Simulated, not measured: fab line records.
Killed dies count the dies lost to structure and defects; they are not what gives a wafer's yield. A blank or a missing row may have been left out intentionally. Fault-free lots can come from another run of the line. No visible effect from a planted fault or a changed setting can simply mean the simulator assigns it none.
Which tool was responsible? / flow n5-finfet / 24 lots with 72 wafers sampled at 4 steps, on a route of 1938 steps

WHAT THE GAUGES READ, wafer by wafer
N5_WELL_APT_CD_MEAS_08: the cd target is 200 nm.
lot=L074; measured=day 1 13:50; on=cd-sem-03; cd-nm (nm)=202 206 204
lot=L075; measured=day 1 20:04; on=cd-sem-02; cd-nm (nm)=200 199 197
lot=L076; measured=day 2 01:34; on=cd-sem-01; cd-nm (nm)=196 193 197
lot=L077; measured=day 2 08:03; on=cd-sem-01; cd-nm (nm)=203 200 199
lot=L078; measured=day 2 13:45; on=cd-sem-02; cd-nm (nm)=196 198 197
lot=L079; measured=day 2 19:43; on=cd-sem-01; cd-nm (nm)=201 196 200
lot=L080; measured=day 3 01:46; on=cd-sem-03; cd-nm (nm)=205 201 206
lot=L081; measured=day 3 08:02; on=cd-sem-02; cd-nm (nm)=206 204 203
lot=L082; measured=day 3 13:49; on=cd-sem-03; cd-nm (nm)=204 204 205
lot=L083; measured=day 3 19:47; on=cd-sem-03; cd-nm (nm)=204 203 204
lot=L084; measured=day 4 01:41; on=cd-sem-03; cd-nm (nm)=205 203 204
lot=L085; measured=day 4 07:51; on=cd-sem-03; cd-nm (nm)=204 205 205
lot=L086; measured=day 4 13:34; on=cd-sem-03; cd-nm (nm)=199 198 197
lot=L087; measured=day 4 19:57; on=cd-sem-02; cd-nm (nm)=198 199 203
lot=L088; measured=day 5 01:34; on=cd-sem-02; cd-nm (nm)=204 205 206
lot=L089; measured=day 5 07:41; on=cd-sem-02; cd-nm (nm)=205 203 205
lot=L090; measured=day 5 13:41; on=cd-sem-01; cd-nm (nm)=195 197 200
lot=L091; measured=day 5 19:50; on=cd-sem-01; cd-nm (nm)=205 205 205
lot=L092; measured=day 6 01:38; on=cd-sem-03; cd-nm (nm)=205 206 203
lot=L093; measured=day 6 07:38; on=cd-sem-01; cd-nm (nm)=199 202 201
lot=L094; measured=day 6 13:51; on=cd-sem-03; cd-nm (nm)=204 205 204
lot=L095; measured=day 6 19:52; on=cd-sem-02; cd-nm (nm)=196 197 198
lot=L096; measured=day 7 01:42; on=cd-sem-03; cd-nm (nm)=199 199 196
lot=L097; measured=day 7 07:41; on=cd-sem-03; cd-nm (nm)=201 196 199

N5_FIN_SAQP_THK_MEAS_05.
lot=L074; measured=day 1 21:31; on=film-metro-02; thk-nm (nm)=37.8 39.1 39.2
lot=L075; measured=day 2 03:48; on=film-metro-01; thk-nm (nm)=37.5 38.5 37.8
lot=L076; measured=day 2 08:48; on=film-metro-01; thk-nm (nm)=38.2 38.3 38.2
lot=L077; measured=day 2 15:04; on=film-metro-02; thk-nm (nm)=37.9 38.3 37.9
lot=L078; measured=day 2 20:54; on=film-metro-01; thk-nm (nm)=37.7 37.9 38.4
lot=L079; measured=day 3 03:17; on=film-metro-01; thk-nm (nm)=37.8 38.3 38.8
lot=L080; measured=day 3 09:35; on=film-metro-01; thk-nm (nm)=38.2 38.3 38.6
lot=L081; measured=day 3 16:13; on=film-metro-02; thk-nm (nm)=37.7 37.0 38.1
lot=L082; measured=day 3 21:23; on=film-metro-02; thk-nm (nm)=37.9 38.7 38.7
lot=L083; measured=day 4 04:41; on=film-metro-01; thk-nm (nm)=38.5 38.4 38.4
lot=L084; measured=day 4 08:52; on=film-metro-02; thk-nm (nm)=37.8 38.1 38.4
lot=L085; measured=day 4 14:50; on=film-metro-01; thk-nm (nm)=37.2 38.7 39.2
lot=L086; measured=day 4 20:14; on=film-metro-01; thk-nm (nm)=37.9 37.9 38.3
lot=L087; measured=day 5 05:19; on=film-metro-01; thk-nm (nm)=38.6 37.6 38.4
lot=L088; measured=day 5 08:46; on=film-metro-01; thk-nm (nm)=38.0 37.3 36.6
lot=L089; measured=day 5 14:55; on=film-metro-01; thk-nm (nm)=37.9 38.6 39.1
lot=L090; measured=day 5 21:00; on=film-metro-01; thk-nm (nm)=37.1 37.3 38.1
lot=L091; measured=day 6 03:01; on=film-metro-01; thk-nm (nm)=37.7 37.4 38.0
lot=L092; measured=day 6 08:27; on=film-metro-02; thk-nm (nm)=37.9 37.7 38.6
lot=L093; measured=day 6 14:52; on=film-metro-01; thk-nm (nm)=38.0 38.7 38.4
lot=L094; measured=day 6 21:23; on=film-metro-01; thk-nm (nm)=37.7 37.5 38.8
lot=L095; measured=day 7 03:26; on=film-metro-01; thk-nm (nm)=37.4 37.1 38.1
lot=L096; measured=day 7 08:44; on=film-metro-01; thk-nm (nm)=38.5 38.4 38.6
lot=L097; measured=day 7 16:20; on=film-metro-02; thk-nm (nm)=38.0 38.3 39.0

EACH LOT AND THE TOOL THAT RAN IT (in order: tool; ch and the chambers of the sampled wafers; start)
lot=L074; N5_WELL_APT_RTA_34=rtp-anneal-02 ch 0, day 1 16:09; N5_FIN_SAQP_ALD_61=ald-sin-04 ch 0,3, day 1 20:59
lot=L075; N5_WELL_APT_RTA_34=rtp-anneal-01 ch 0, day 1 22:27; N5_FIN_SAQP_ALD_61=ald-sin-01 ch 0,2,3, day 2 03:05
lot=L076; N5_WELL_APT_RTA_34=rtp-anneal-02 ch 0, day 2 03:53; N5_FIN_SAQP_ALD_61=ald-sin-03 ch 0,1,2, day 2 08:16
lot=L077; N5_WELL_APT_RTA_34=rtp-anneal-01 ch 0, day 2 10:25; N5_FIN_SAQP_ALD_61=ald-sin-04 ch 0,1,3, day 2 14:32
lot=L078; N5_WELL_APT_RTA_34=rtp-anneal-02 ch 0, day 2 15:58; N5_FIN_SAQP_ALD_61=ald-sin-01 ch 0,1, day 2 20:23
lot=L079; N5_WELL_APT_RTA_34=rtp-anneal-01 ch 0, day 2 21:54; N5_FIN_SAQP_ALD_61=ald-sin-01 ch 0,2, day 3 02:35
lot=L080; N5_WELL_APT_RTA_34=rtp-anneal-02 ch 0, day 3 03:53; N5_FIN_SAQP_ALD_61=ald-sin-01 ch 0,2,3, day 3 08:56
lot=L081; N5_WELL_APT_RTA_34=rtp-anneal-01 ch 0, day 3 10:40; N5_FIN_SAQP_ALD_61=ald-sin-04 ch 0,1, day 3 15:40
lot=L082; N5_WELL_APT_RTA_34=rtp-anneal-01 ch 0, day 3 16:08; N5_FIN_SAQP_ALD_61=ald-sin-04 ch 0,1,2, day 3 20:41
lot=L083; N5_WELL_APT_RTA_34=rtp-anneal-01 ch 0, day 3 22:17; N5_FIN_SAQP_ALD_61=ald-sin-03 ch 0,2,3, day 4 04:08
lot=L084; N5_WELL_APT_RTA_34=rtp-anneal-01 ch 0, day 4 04:03; N5_FIN_SAQP_ALD_61=ald-sin-03 ch 0,2,3, day 4 08:22
lot=L085; N5_WELL_APT_RTA_34=rtp-anneal-02 ch 0, day 4 10:02; N5_FIN_SAQP_ALD_61=ald-sin-04 ch 2,3, day 4 14:19
lot=L086; N5_WELL_APT_RTA_34=rtp-anneal-02 ch 0, day 4 15:36; N5_FIN_SAQP_ALD_61=ald-sin-03 ch 0,2,3, day 4 19:43
lot=L087; N5_WELL_APT_RTA_34=rtp-anneal-02 ch 0, day 4 22:19; N5_FIN_SAQP_ALD_61=ald-sin-03 ch 0,1,2, day 5 04:47
lot=L088; N5_WELL_APT_RTA_34=rtp-anneal-02 ch 0, day 5 03:32; N5_FIN_SAQP_ALD_61=ald-sin-01 ch 1,2,3, day 5 08:07
lot=L089; N5_WELL_APT_RTA_34=rtp-anneal-02 ch 0, day 5 09:40; N5_FIN_SAQP_ALD_61=ald-sin-01 ch 0,1, day 5 14:23
lot=L090; N5_WELL_APT_RTA_34=rtp-anneal-02 ch 0, day 5 16:06; N5_FIN_SAQP_ALD_61=ald-sin-04 ch 0,2,3, day 5 20:21
lot=L091; N5_WELL_APT_RTA_34=rtp-anneal-02 ch 0, day 5 21:50; N5_FIN_SAQP_ALD_61=ald-sin-01 ch 0,2,3, day 6 02:25
lot=L092; N5_WELL_APT_RTA_34=rtp-anneal-02 ch 0, day 6 03:44; N5_FIN_SAQP_ALD_61=ald-sin-01 ch 1,2,3, day 6 07:57
lot=L093; N5_WELL_APT_RTA_34=rtp-anneal-02 ch 0, day 6 10:04; N5_FIN_SAQP_ALD_61=ald-sin-01 ch 1,2, day 6 14:15
lot=L094; N5_WELL_APT_RTA_34=rtp-anneal-02 ch 0, day 6 15:59; N5_FIN_SAQP_ALD_61=ald-sin-04 ch 0,2, day 6 20:47
lot=L095; N5_WELL_APT_RTA_34=rtp-anneal-01 ch 0, day 6 22:03; N5_FIN_SAQP_ALD_61=ald-sin-04 ch 0,1,2, day 7 02:56
lot=L096; N5_WELL_APT_RTA_34=rtp-anneal-01 ch 0, day 7 03:44; N5_FIN_SAQP_ALD_61=ald-sin-04 ch 1,2, day 7 08:12
lot=L097; N5_WELL_APT_RTA_34=rtp-anneal-02 ch 0, day 7 09:52; N5_FIN_SAQP_ALD_61=ald-sin-03 ch 0,1,3, day 7 15:49
- N5_WELL_APT_RTA_34: time 10 s.
- N5_FIN_SAQP_ALD_61: deposits SiO2, target thk 4 nm, pulse time 1 s, purge time 2 s.

AS READ BY THE TOOLS THEMSELVES (means over the sampled wafers that have a number; for cases with no such wafer, the mark the record gives instead)
N5_WELL_APT_RTA_34.
lot=L074; tool=rtp-anneal-02; lamp-power-pct (%)=12.98; wafer_temp_C_max=1003.9
lot=L075; tool=rtp-anneal-01; lamp-power-pct (%)=13.04; wafer_temp_C_max=1003.9
lot=L076; tool=rtp-anneal-02; lamp-power-pct (%)=13.04; wafer_temp_C_max=1002.6
lot=L077; tool=rtp-anneal-01; lamp-power-pct (%)=13.02; wafer_temp_C_max=1002.7
lot=L078; tool=rtp-anneal-02; lamp-power-pct (%)=13.01; wafer_temp_C_max=1004.4
lot=L079; tool=rtp-anneal-01; lamp-power-pct (%)=13.02; wafer_temp_C_max=1003.7
lot=L080; tool=rtp-anneal-02; lamp-power-pct (%)=13.03; wafer_temp_C_max=1004.1
lot=L081; tool=rtp-anneal-01; lamp-power-pct (%)=12.98; wafer_temp_C_max=1004.6
lot=L082; tool=rtp-anneal-01; lamp-power-pct (%)=13.02; wafer_temp_C_max=1003.0
lot=L083; tool=rtp-anneal-01; lamp-power-pct (%)=12.98; wafer_temp_C_max=1003.7
lot=L084; tool=rtp-anneal-01; lamp-power-pct (%)=13.03; wafer_temp_C_max=1003.9
lot=L085; tool=rtp-anneal-02; lamp-power-pct (%)=13.02; wafer_temp_C_max=1003.0
lot=L086; tool=rtp-anneal-02; lamp-power-pct (%)=13.04; wafer_temp_C_max=1004.5
lot=L087; tool=rtp-anneal-02; lamp-power-pct (%)=13.04; wafer_temp_C_max=1003.6
lot=L088; tool=rtp-anneal-02; lamp-power-pct (%)=12.98; wafer_temp_C_max=1003.3
lot=L089; tool=rtp-anneal-02; lamp-power-pct (%)=12.98; wafer_temp_C_max=1005.0
lot=L090; tool=rtp-anneal-02; lamp-power-pct (%)=13.01; wafer_temp_C_max=1003.7
lot=L091; tool=rtp-anneal-02; lamp-power-pct (%)=13.05; wafer_temp_C_max=1005.0
lot=L092; tool=rtp-anneal-02; lamp-power-pct (%)=13.01; wafer_temp_C_max=1003.7
lot=L093; tool=rtp-anneal-02; lamp-power-pct (%)=13.01; wafer_temp_C_max=1003.0
lot=L094; tool=rtp-anneal-02; lamp-power-pct (%)=12.94; wafer_temp_C_max=1003.0
lot=L095; tool=rtp-anneal-01; lamp-power-pct (%)=13.04; wafer_temp_C_max=1004.2
lot=L096; tool=rtp-anneal-01; lamp-power-pct (%)=13.01; wafer_temp_C_max=1005.0
lot=L097; tool=rtp-anneal-02; lamp-power-pct (%)=13.02; wafer_temp_C_max=1002.9

N5_FIN_SAQP_ALD_61.
lot=L074; tool=ald-sin-04; chamber-pressure-Torr (Torr)=1.997; heater-power-w (W)=444; precursor-pulse-height-rel=1.003
lot=L075; tool=ald-sin-01; chamber-pressure-Torr (Torr)=1.995; heater-power-w (W)=467; precursor-pulse-height-rel=1.005
lot=L076; tool=ald-sin-03; chamber-pressure-Torr (Torr)=2.004; heater-power-w (W)=508; precursor-pulse-height-rel=0.997
lot=L077; tool=ald-sin-04; chamber-pressure-Torr (Torr)=1.996; heater-power-w (W)=473; precursor-pulse-height-rel=1.000
lot=L078; tool=ald-sin-01; chamber-pressure-Torr (Torr)=1.995; heater-power-w (W)=477; precursor-pulse-height-rel=0.989
lot=L079; tool=ald-sin-01; chamber-pressure-Torr (Torr)=1.999; heater-power-w (W)=512; precursor-pulse-height-rel=1.004
lot=L080; tool=ald-sin-01; chamber-pressure-Torr (Torr)=2.000; heater-power-w (W)=469; precursor-pulse-height-rel=1.019
lot=L081; tool=ald-sin-04; chamber-pressure-Torr (Torr)=2.003; heater-power-w (W)=491; precursor-pulse-height-rel=0.999
lot=L082; tool=ald-sin-04; chamber-pressure-Torr (Torr)=2.001; heater-power-w (W)=501; precursor-pulse-height-rel=1.012
lot=L083; tool=ald-sin-03; chamber-pressure-Torr (Torr)=1.998; heater-power-w (W)=479; precursor-pulse-height-rel=0.996
lot=L084; tool=ald-sin-03; chamber-pressure-Torr (Torr)=1.998; heater-power-w (W)=483; precursor-pulse-height-rel=0.993
lot=L085; tool=ald-sin-04; chamber-pressure-Torr (Torr)=1.997; heater-power-w (W)=481; precursor-pulse-height-rel=0.997
lot=L086; tool=ald-sin-03; chamber-pressure-Torr (Torr)=2.002; heater-power-w (W)=481; precursor-pulse-height-rel=0.997
lot=L087; tool=ald-sin-03; chamber-pressure-Torr (Torr)=2.001; heater-power-w (W)=503; precursor-pulse-height-rel=0.993
lot=L088; tool=ald-sin-01; chamber-pressure-Torr (Torr)=1.997; heater-power-w (W)=498; precursor-pulse-height-rel=0.988
lot=L089; tool=ald-sin-01; chamber-pressure-Torr (Torr)=2.003; heater-power-w (W)=480; precursor-pulse-height-rel=1.007
lot=L090; tool=ald-sin-04; chamber-pressure-Torr (Torr)=1.996; heater-power-w (W)=484; precursor-pulse-height-rel=1.011
lot=L091; tool=ald-sin-01; chamber-pressure-Torr (Torr)=1.997; heater-power-w (W)=466; precursor-pulse-height-rel=0.990
lot=L092; tool=ald-sin-01; chamber-pressure-Torr (Torr)=2.002; heater-power-w (W)=499; precursor-pulse-height-rel=0.998
lot=L093; tool=ald-sin-01; chamber-pressure-Torr (Torr)=1.999; heater-power-w (W)=545; precursor-pulse-height-rel=1.002
lot=L094; tool=ald-sin-04; chamber-pressure-Torr (Torr)=1.998; heater-power-w (W)=515; precursor-pulse-height-rel=1.004
lot=L095; tool=ald-sin-04; chamber-pressure-Torr (Torr)=1.998; heater-power-w (W)=511; precursor-pulse-height-rel=1.014
lot=L096; tool=ald-sin-04; chamber-pressure-Torr (Torr)=2.000; heater-power-w (W)=498; precursor-pulse-height-rel=0.995
lot=L097; tool=ald-sin-03; chamber-pressure-Torr (Torr)=1.997; heater-power-w (W)=499; precursor-pulse-height-rel=0.990

THE ANSWER, worked out from the rows above alone
Rule: the lots themselves supply what counts as usual. Put in order of their means at a reading, lots are off if they are a third of the lots or fewer, leave a main group of 4 or more, and stand apart from it by a gap of 3 or more times the standard deviation of the main group's means; of several such gaps the widest counts. A main group whose means are all the same, to the digits that the tables above print for the reading, isn't used. Also off: a lot with no number at a reading for which 4 or more lots have one. The other lots that the step has rows for count as sound. Order of review: gauges by route order, followed by the tools' own readings, for which a lot's mean as printed above is used. The first step at which some lot is off is used, and at that step the reading that is off furthest; a lot without a number counts as furthest.
Nothing can be told from this: no lot is off at any reading shown.

WHAT THE SIMULATOR HAD INSERTED
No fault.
